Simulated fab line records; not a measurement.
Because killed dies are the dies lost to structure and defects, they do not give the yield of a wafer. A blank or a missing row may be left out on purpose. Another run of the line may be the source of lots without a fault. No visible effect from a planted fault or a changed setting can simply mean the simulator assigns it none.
Split-lot experiment || flow n5Finfet || 21 wafers read across 7 lots, on a route 1938 steps long

ABOUT THE SPLIT
At N5_HKMG_FIN_COAT_42 (time 60 s, resist thk 35 nm), the setting spinRpm was moved away from the recipe's 1500 rpm on 3 of the 21 wafers read, by -10.4% to +4.4%. All remaining wafers had this setting at the recipe value.

FROM THE SPLIT TO THE READING: what the file shows between them, 4 steps
- N5_HKMG_FIN_COAT_43: resist thk 90 nm (also split here: spinRpm)
- N5_HKMG_FIN_EBR_45
- N5_HKMG_FIN_SOFTBAKE_44: time 60 s
- N5_HKMG_FIN_DESCUM_53: chemistry O2, time 7.9 s

THE READING
etch.depthNm (the simulator's own value, which no gauge read), in nm, at N5_HKMG_FIN_ETCH_54 (etches SiARC in CF4, target depth 45.5 nm, time 75.8 s). No usual value for it is given in the file. Average 35.05 nm, standard deviation 0.11 nm, over the 18 wafers here run with the recipe.

{"wafer": "L076.1", "tool, chamber at the split": "lithoTrack-01, 0", "spinRpm as run, rpm": 1500, "against the recipe": "recipe", "etch.depthNm, nm": 35.23, "against lot-mates on the recipe": "-"}
{"wafer": "L076.4", "tool, chamber at the split": "lithoTrack-01, 0", "spinRpm as run, rpm": 1344, "against the recipe": "-10.4%", "etch.depthNm, nm": 37.21, "against lot-mates on the recipe": "+1.98"}
{"wafer": "L076.6", "tool, chamber at the split": "lithoTrack-01, 0", "spinRpm as run, rpm": 1344, "against the recipe": "-10.4%", "etch.depthNm, nm": 37.18, "against lot-mates on the recipe": "+1.95"}
{"wafer": "L081.1", "tool, chamber at the split": "lithoTrack-05, 0", "spinRpm as run, rpm": 1500, "against the recipe": "recipe", "etch.depthNm, nm": 35.22, "against lot-mates on the recipe": "-"}
{"wafer": "L081.2", "tool, chamber at the split": "lithoTrack-05, 0", "spinRpm as run, rpm": 1500, "against the recipe": "recipe", "etch.depthNm, nm": 35.1, "against lot-mates on the recipe": "-"}
{"wafer": "L081.3", "tool, chamber at the split": "lithoTrack-05, 0", "spinRpm as run, rpm": 1500, "against the recipe": "recipe", "etch.depthNm, nm": 35.02, "against lot-mates on the recipe": "-"}
{"wafer": "L083.1", "tool, chamber at the split": "lithoTrack-01, 0", "spinRpm as run, rpm": 1500, "against the recipe": "recipe", "etch.depthNm, nm": 35.14, "against lot-mates on the recipe": "-"}
{"wafer": "L083.4", "tool, chamber at the split": "lithoTrack-01, 0", "spinRpm as run, rpm": 1500, "against the recipe": "recipe", "etch.depthNm, nm": 35.05, "against lot-mates on the recipe": "-"}
{"wafer": "L083.5", "tool, chamber at the split": "lithoTrack-01, 0", "spinRpm as run, rpm": 1500, "against the recipe": "recipe", "etch.depthNm, nm": 35.07, "against lot-mates on the recipe": "-"}
{"wafer": "L088.1", "tool, chamber at the split": "lithoTrack-02, 0", "spinRpm as run, rpm": 1500, "against the recipe": "recipe", "etch.depthNm, nm": 34.95, "against lot-mates on the recipe": "-"}
{"wafer": "L088.2", "tool, chamber at the split": "lithoTrack-02, 0", "spinRpm as run, rpm": 1500, "against the recipe": "recipe", "etch.depthNm, nm": 34.87, "against lot-mates on the recipe": "-"}
{"wafer": "L088.3", "tool, chamber at the split": "lithoTrack-02, 0", "spinRpm as run, rpm": 1500, "against the recipe": "recipe", "etch.depthNm, nm": 35.07, "against lot-mates on the recipe": "-"}
{"wafer": "L089.3", "tool, chamber at the split": "lithoTrack-02, 0", "spinRpm as run, rpm": 1566, "against the recipe": "+4.4%", "etch.depthNm, nm": 34.41, "against lot-mates on the recipe": -0.66}
{"wafer": "L089.4", "tool, chamber at the split": "lithoTrack-02, 0", "spinRpm as run, rpm": 1500, "against the recipe": "recipe", "etch.depthNm, nm": 35, "against lot-mates on the recipe": "-"}
{"wafer": "L089.6", "tool, chamber at the split": "lithoTrack-02, 0", "spinRpm as run, rpm": 1500, "against the recipe": "recipe", "etch.depthNm, nm": 35.13, "against lot-mates on the recipe": "-"}
{"wafer": "L096.1", "tool, chamber at the split": "lithoTrack-02, 0", "spinRpm as run, rpm": 1500, "against the recipe": "recipe", "etch.depthNm, nm": 35.14, "against lot-mates on the recipe": "-"}
{"wafer": "L096.4", "tool, chamber at the split": "lithoTrack-02, 0", "spinRpm as run, rpm": 1500, "against the recipe": "recipe", "etch.depthNm, nm": 35.09, "against lot-mates on the recipe": "-"}
{"wafer": "L096.6", "tool, chamber at the split": "lithoTrack-02, 0", "spinRpm as run, rpm": 1500, "against the recipe": "recipe", "etch.depthNm, nm": 35.03, "against lot-mates on the recipe": "-"}
{"wafer": "L097.3", "tool, chamber at the split": "lithoTrack-01, 0", "spinRpm as run, rpm": 1500, "against the recipe": "recipe", "etch.depthNm, nm": 34.96, "against lot-mates on the recipe": "-"}
{"wafer": "L097.4", "tool, chamber at the split": "lithoTrack-01, 0", "spinRpm as run, rpm": 1500, "against the recipe": "recipe", "etch.depthNm, nm": 34.97, "against lot-mates on the recipe": "-"}
{"wafer": "L097.6", "tool, chamber at the split": "lithoTrack-01, 0", "spinRpm as run, rpm": 1500, "against the recipe": "recipe", "etch.depthNm, nm": 34.81, "against lot-mates on the recipe": "-"}

FIT RESULTS
A straight line over all 21 wafers: etch.depthNm changes by -0.2 nm for each +1% of spinRpm; r = -0.99; the points scatter about the line by 0.12 nm.
The same after taking each lot's own level away (the mean of its wafers on the recipe; 21 wafers): -0.185 nm for each +1%; r = -0.99; scatter 0.073 nm.
On that fit, the largest move of spinRpm shifts the reading by 1.9 nm.
The span of the lots' own levels, 34.913 to 35.230 nm, comes to 3.0 times the standard deviation stated above.
Hence the lot-to-lot level has little effect on the slope; both slopes agree.
Check: with one of the wafers moved furthest among these (-10.4%) left out of the fit, the line predicts +1.89 nm for it against its lot-mates. Against them it came out at +1.98 nm.

OTHER SPLITS ON THESE WAFERS
These wafers also went through other splits before the reading. Each is held against what the fit with the lots' levels taken away leaves over:
{"other split on the same wafers": "N5_SD_EPI_P_PEB_07 pebTimeS", "wafers away from the commonest value": 3, "r with etch.depthNm (lot level and that fit taken away)": "+0.06"}
{"other split on the same wafers": "N5_HKMG_FIN_COAT_43 spinRpm", "wafers away from the commonest value": 5, "r with etch.depthNm (lot level and that fit taken away)": "+0.01"}

THE WHOLE CHAIN: every reading that the file lists as answering this split, in the file's order
{"step": "N5_HKMG_FIN_COAT_42", "what it does": "time 60 s, resist thk 35 nm", "reading": "SiARC_of_HKMG_FIN_COAT_42.thkNm (the simulator's own value, which no gauge read)", "change (the file's fit)": "-0.187 nm for each +1% of the setting", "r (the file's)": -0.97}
{"step": "N5_HKMG_FIN_ETCH_54", "what it does": "etches SiARC in CF4, target depth 45.5 nm, time 75.8 s", "reading": "etch.depthNm (the simulator's own value, which no gauge read)", "change (the file's fit)": "-0.183 nm for each +1% of the setting", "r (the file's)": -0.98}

THE FILE'S OWN FIT
etch.depthNm changes by -0.183 nm for each +1% of spinRpm, r = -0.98.
